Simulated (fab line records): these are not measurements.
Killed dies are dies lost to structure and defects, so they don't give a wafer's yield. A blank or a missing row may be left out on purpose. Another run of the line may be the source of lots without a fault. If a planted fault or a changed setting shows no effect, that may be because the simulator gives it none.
Which tool is to blame? | flow n5Finfet | 8 lots with 23 wafers sampled at 7 steps, on a route of 1938 steps

WHAT THE GAUGES SHOWED, per wafer
N5_DUMMY_GATE_CD_MEAS_50: the cd target is 14 nm. Usual: cdNm 14.0 nm, standard deviation 0.44.
lot  | measured    | on       | cdNm (nm)      | flag
L470 | day 3 05:03 | cdSem-01 | 14.6 14.0 13.4 | 
L473 | day 4 00:13 | cdSem-02 | 14.0 14.3      | 
L476 | day 4 16:23 | cdSem-01 | 13.9 14.6 13.9 | 
L477 | day 5 02:17 | cdSem-01 | 13.1 14.1 14.9 | 
L481 | day 5 23:16 | cdSem-01 | 14.3 15.1 14.5 | 
L483 | day 6 10:54 | cdSem-02 | 7.3 8.4 14.0   | OFF
L485 | day 6 22:14 | cdSem-02 | 13.3 14.0 14.5 | 
L486 | day 7 06:47 | cdSem-02 | 8.5 7.7 13.5   | OFF

N5_DUMMY_GATE_CD_MEAS_24: the cd target is 15 nm. Usual: cdNm 15.0 nm, standard deviation 0.51.
lot  | measured    | on       | cdNm (nm)      | flag
L470 | day 3 05:33 | cdSem-02 | 14.2 15.3 14.5 | 
L473 | day 4 00:43 | cdSem-03 | 15.0 15.8      | 
L476 | day 4 16:52 | cdSem-01 | 15.3 16.1 14.5 | 
L477 | day 5 02:46 | cdSem-02 | 14.5 14.6 16.0 | 
L481 | day 5 23:46 | cdSem-01 | 15.8 15.9 15.6 | 
L483 | day 6 11:25 | cdSem-03 | 8.2 9.3 14.7   | OFF
L485 | day 6 22:43 | cdSem-02 | 14.9 14.6 15.7 | 
L486 | day 7 07:17 | cdSem-02 | 9.7 9.0 14.0   | OFF

N5_BEOL_M4_RC_MEAS_101. Usual: DIBL_N 36.8 mV/V, standard deviation 2.2; DIBL_P 37.0 mV/V, standard deviation 2.8; IOFF_N 0.18 nA/um, standard deviation 0.043; IOFF_P 0.23 nA/um, standard deviation 0.05; ION_N 680 uA/um, standard deviation 14; ION_P 466 uA/um, standard deviation 9.1; SS_N 71.7 mV/dec, standard deviation 0.74; SS_P 73.5 mV/dec, standard deviation 0.79; VT_N 248 mV, standard deviation 4; VT_P -249 mV, standard deviation 4.1.
lot  | measured     | on        | DIBL_N (mV/V)  | DIBL_P (mV/V)  | IOFF_N (nA/um) | IOFF_P (nA/um) | ION_N (uA/um) | ION_P (uA/um) | SS_N (mV/dec)  | SS_P (mV/dec)  | VT_N (mV)   | VT_P (mV)      | flag
L470 | day 8 09:34  | prober-02 | 37.8 34.9 38.9 | 36.7 33.9 38.6 | 0.16 0.13 0.19 | 0.19 0.17 0.23 | 666 677 688   | 450 462 463   | 71.9 69.7 71.8 | 73.9 73.0 73.7 | 249 252 248 | -254 -255 -251 | 
L473 | day 9 08:22  | prober-01 | 36.6 32.5      | 39.3 33.7      | 0.18 0.10      | 0.20 0.13      | 682 659       | 455 444       | 71.6 70.4      | 73.9 72.3      | 246 255     | -253 -259      | 
L476 | day 9 11:29  | prober-02 | 37.2 34.5 38.6 | 36.0 33.0 38.7 | 0.17 0.13 0.20 | 0.22 0.18 0.26 | 678 658 677   | 465 457 469   | 72.8 71.3 72.6 | 73.9 72.6 73.6 | 248 250 246 | -248 -250 -246 | 
L477 | day 10 08:27 | prober-02 | 40.9 36.3 31.0 | 45.1 39.3 32.1 | 0.28 0.17 0.09 | 0.36 0.23 0.13 | 698 685 647   | 474 472 449   | 72.8 71.2 69.7 | 75.9 72.8 71.9 | 240 247 256 | -244 -251 -257 | 
L481 | day 10 22:02 | prober-01 | 36.0 34.0 36.7 | 34.8 31.5 34.3 | 0.18 0.13 0.18 | 0.22 0.17 0.21 | 691 668 687   | 467 462 474   | 71.4 70.7 71.0 | 72.5 71.9 72.6 | 247 255 249 | -250 -251 -248 | 
L483 | day 11 14:40 | prober-02 | 35.5           | 35.6           | 0.15           | 0.20           | 670           | 461           | 71.3           | 72.9           | 250         | -252           | 
L485 | day 11 15:13 | prober-02 | 38.0 38.0 34.9 | 35.6 37.6 31.6 | 0.16 0.18 0.12 | 0.18 0.21 0.13 | 675 678 662   | 453 454 448   | 71.6 72.3 71.6 | 73.2 73.6 72.1 | 249 249 254 | -254 -251 -256 | 
L486 | day 11 21:08 | prober-02 | 38.4           | 35.4           | 0.16           | 0.23           | 669           | 459           | 71.9           | 73.5           | 252         | -248           | 

WHICH TOOL RAN EACH LOT (tool, then ch and the chambers of the sampled wafers, then the start)
lot  | N5_DUMMY_GATE_TRIM_49          | N5_DUMMY_GATE_HM_OPEN_21         | N5_DUMMY_GATE_ETCH_32          | N5_DUMMY_GATE_ETCH_42
L470 | rieSi-04 ch 2,3, day 3 04:53   | rieDiel-01 ch 0,2, day 3 05:11   | rieSi-01 ch 0,1, day 3 05:21   | rieDiel-02 ch 0,3, day 3 05:36
L473 | rieSi-04 ch 0, day 4 00:04     | rieDiel-03 ch 0,3, day 4 00:21   | rieSi-01 ch 2, day 4 00:31     | rieDiel-03 ch 0, day 4 00:46
L476 | rieSi-02 ch 0,1,2, day 4 16:14 | rieDiel-03 ch 0,1,2, day 4 16:31 | rieSi-04 ch 1,3, day 4 16:40   | rieDiel-01 ch 0,2, day 4 17:02
L477 | rieSi-01 ch 0,1,2, day 5 02:08 | rieDiel-03 ch 1,2,3, day 5 02:25 | rieSi-02 ch 0,1,3, day 5 02:34 | rieDiel-01 ch 0,1,2, day 5 02:53
L481 | rieSi-02 ch 0,2,3, day 5 23:07 | rieDiel-01 ch 0,1,2, day 5 23:25 | rieSi-01 ch 0,1,2, day 5 23:35 | rieDiel-02 ch 0,2,3, day 5 23:50
L483 | rieSi-02 ch 0,1, day 6 10:45   | rieDiel-02 ch 0,3, day 6 11:03   | rieSi-04 ch 0,2, day 6 11:13   | rieDiel-03 ch 1,2, day 6 11:31
L485 | rieSi-04 ch 2,3, day 6 22:05   | rieDiel-03 ch 0,1, day 6 22:22   | rieSi-02 ch 0,3, day 6 22:31   | rieDiel-01 ch 1,2,3, day 6 22:46
L486 | rieSi-02 ch 0,1,2, day 7 06:32 | rieDiel-02 ch 0,1,3, day 7 06:55 | rieSi-04 ch 1,2,3, day 7 07:04 | rieDiel-02 ch 0,1,3, day 7 07:19
- N5_DUMMY_GATE_TRIM_49: chemistry O2, time 29 s, target cd 14 nm.
- N5_DUMMY_GATE_HM_OPEN_21: chemistry CH3F/O2, target SiNx, target depth 120 nm, time 171.4 s.
- N5_DUMMY_GATE_ETCH_32: etches SiO2 in CF4, target depth 3.5 nm, time 3.9 s.
- N5_DUMMY_GATE_ETCH_42: etches SiO2 in CHF3/O2, target depth 3.5 nm, time 31 s.

WHAT THE TOOLS THEMSELVES READ (means of the sampled wafers that have a number; where no wafer has one, the mark that the record gives instead)
N5_DUMMY_GATE_TRIM_49. Usual: drypumpMotorCurrentA 5.6 A, standard deviation 0.43; heBacksideLeakSccm 2.68 sccm, standard deviation 0.21; oesProductAu 1.000 a.u., standard deviation 0.021; throttleValvePct 8.08 %, standard deviation 0.16.
lot  | tool     | drypumpMotorCurrentA (A) | heBacksideLeakSccm (sccm) | oesProductAu (a.u.) | throttleValvePct (%) | flag
L470 | rieSi-04 | 5.1                      | 2.70                      | 0.981               | 8.16                 | 
L473 | rieSi-04 | 5.8                      | 2.82                      | 0.984               | 8.05                 | 
L476 | rieSi-02 | 5.6                      | 2.70                      | 1.006               | 8.02                 | 
L477 | rieSi-01 | 5.3                      | 2.79                      | 1.018               | 8.09                 | 
L481 | rieSi-02 | 5.6                      | 2.69                      | 1.000               | 8.05                 | 
L483 | rieSi-02 | 5.7                      | 2.56                      | 1.288               | 8.04                 | OFF
L485 | rieSi-04 | 5.1                      | 2.59                      | 0.971               | 8.11                 | 
L486 | rieSi-02 | 5.6                      | 2.67                      | 1.293               | 8.02                 | OFF

N5_DUMMY_GATE_HM_OPEN_21. Usual: drypumpMotorCurrentA is 5.9 A with standard deviation 0.42, oes_f_703_au is 0.77 a.u. with standard deviation 0.072, oes_o_777_au is 0.77 a.u. with standard deviation 0.069, oesProductAu is 0.76 a.u. with standard deviation 0.079, rfVppV is 298 V with standard deviation 9.4, showerheadPlenumPTorr is 2.05 Torr with standard deviation 0.061, and throttleValvePct is 16.50 % with standard deviation 0.18.
lot  | tool       | drypumpMotorCurrentA (A) | oes_f_703_au (a.u.) | oes_o_777_au (a.u.) | oesProductAu (a.u.) | rfVppV (V) | showerheadPlenumPTorr (Torr) | throttleValvePct (%) | flag
L470 | rieDiel-01 | 5.2                      | 0.84                | 0.84                | 0.83                | 298        | 2.10                         | 16.43                | 
L473 | rieDiel-03 | 6.3                      | 0.86                | 0.88                | 0.87                | 296        | 2.13                         | 16.23                | 
L476 | rieDiel-03 | 6.1                      | 0.76                | 0.76                | 0.76                | 296        | 2.04                         | 16.45                | 
L477 | rieDiel-03 | 6.2                      | 0.81                | 0.81                | 0.82                | 299        | 2.06                         | 16.44                | 
L481 | rieDiel-01 | 5.4                      | 0.80                | 0.81                | 0.77                | 293        | 2.05                         | 16.43                | 
L483 | rieDiel-02 | 5.8                      | 0.69                | 0.71                | 0.71                | 313        | 2.01                         | 16.77                | 
L485 | rieDiel-03 | 6.0                      | 0.74                | 0.75                | 0.74                | 292        | 2.07                         | 16.42                | 
L486 | rieDiel-02 | 5.8                      | 0.71                | 0.72                | 0.71                | 304        | 2.00                         | 16.76                | 

N5_DUMMY_GATE_ETCH_32. Usual: drypumpMotorCurrentA 5.6 A, standard deviation 0.45; heBacksideLeakSccm 2.7 sccm, standard deviation 0.33; oesProductAu 0.993 a.u., standard deviation 0.026; throttleValvePct 21.66 %, standard deviation 0.26.
lot  | tool     | drypumpMotorCurrentA (A) | heBacksideLeakSccm (sccm) | oesProductAu (a.u.) | throttleValvePct (%) | flag
L470 | rieSi-01 | 5.4                      | 3.0                       | 1.002               | 21.55                | 
L473 | rieSi-01 | 4.8                      | 2.7                       | 1.024               | 21.80                | 
L476 | rieSi-04 | 5.5                      | 2.5                       | 0.997               | 21.58                | 
L477 | rieSi-02 | 5.7                      | 2.6                       | 0.985               | 21.62                | 
L481 | rieSi-01 | 5.3                      | 2.7                       | 1.024               | 21.56                | 
L483 | rieSi-04 | 5.6                      | 2.8                       | 0.983               | 21.92                | 
L485 | rieSi-02 | 5.8                      | 2.7                       | 0.956               | 21.98                | 
L486 | rieSi-04 | 5.3                      | 2.6                       | 1.002               | 21.63                | 

N5_DUMMY_GATE_ETCH_42. Usual: CHF3_flow_sccm 49.98 sccm, standard deviation 0.16; drypumpMotorCurrentA 5.9 A, standard deviation 0.37; oes_f_703_au 0.76 a.u., standard deviation 0.063; oes_o_777_au 0.77 a.u., standard deviation 0.065; oesProductAu 0.75 a.u., standard deviation 0.067; rfVppV 42.4 V, standard deviation 1.5; showerheadPlenumPTorr 2.43 Torr, standard deviation 0.07; throttleValvePct 18.84 %, standard deviation 0.2.
lot  | tool       | CHF3_flow_sccm (sccm) | drypumpMotorCurrentA (A) | oes_f_703_au (a.u.) | oes_o_777_au (a.u.) | oesProductAu (a.u.) | rfVppV (V) | showerheadPlenumPTorr (Torr) | throttleValvePct (%) | flag
L470 | rieDiel-02 | 49.95                 | 5.9                      | 0.71                | 0.72                | 0.72                | 44.3       | 2.41                         | 19.05                | 
L473 | rieDiel-03 | 49.94                 | 6.1                      | 0.78                | 0.79                | 0.78                | 41.8       | 2.50                         | 18.52                | 
L476 | rieDiel-01 | 49.96                 | 5.3                      | 0.87                | 0.87                | 0.87                | 43.8       | 2.47                         | 18.83                | 
L477 | rieDiel-01 | 49.94                 | 5.4                      | 0.81                | 0.81                | 0.78                | 41.7       | 2.45                         | 18.75                | 
L481 | rieDiel-02 | 50.04                 | 5.9                      | 0.72                | 0.73                | 0.72                | 43.1       | 2.45                         | 18.99                | 
L483 | rieDiel-03 | 50.07                 | 6.2                      | 0.75                | 0.76                | 0.73                | 43.3       | 2.40                         | 18.83                | 
L485 | rieDiel-01 | 49.99                 | 5.8                      | 0.76                | 0.76                | 0.74                | 41.5       | 2.39                         | 18.81                | 
L486 | rieDiel-02 | 49.87                 | 5.8                      | 0.71                | 0.73                | 0.70                | 43.2       | 2.38                         | 19.04                | 

THE ANSWER, worked out from the rows above alone
Rule: a lot is off if the mean of its wafers that have a number lies more than 3 standard deviations from the usual mean. Also off: a lot with no number at a reading for which 4 or more lots have one. Any other lot the step has rows for is counted as sound. First the gauges in route order, then the tools' own readings, where a lot's mean is used as printed above. The first step at which some lot is off is used, and at that step the reading that is off furthest; a lot without a number counts as furthest.
Off: L483, L486 (N5_DUMMY_GATE_CD_MEAS_50, cdNm).
If a tool, at a process step before that reading, ran all the lots that are off and no sound lot after the first of them, it fits. Not tried: the gauges at N5_DUMMY_GATE_CD_MEAS_50; whatever is off there is also off at N5_DUMMY_GATE_TRIM_49, on other tools, and gauge error can't account for it. One candidate fits, namely rieSi-02 at N5_DUMMY_GATE_TRIM_49. Its last sound lot is L481 (day 5 23:07), its first lot that is off L483 (day 6 10:45): a fault that began between those two fits.
On the lots that are off, the tool's own readings at N5_DUMMY_GATE_TRIM_49 differ by more than 5 times the standard deviation of the sound lots' means, which bears it out; oesProductAu reads 1.290 a.u. there versus 0.993 a.u. on the sound lots.

WHAT THE SIMULATOR PUT IN
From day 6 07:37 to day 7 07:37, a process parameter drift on rieSi-02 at N5_DUMMY_GATE_TRIM_49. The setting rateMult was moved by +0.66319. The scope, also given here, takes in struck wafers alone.
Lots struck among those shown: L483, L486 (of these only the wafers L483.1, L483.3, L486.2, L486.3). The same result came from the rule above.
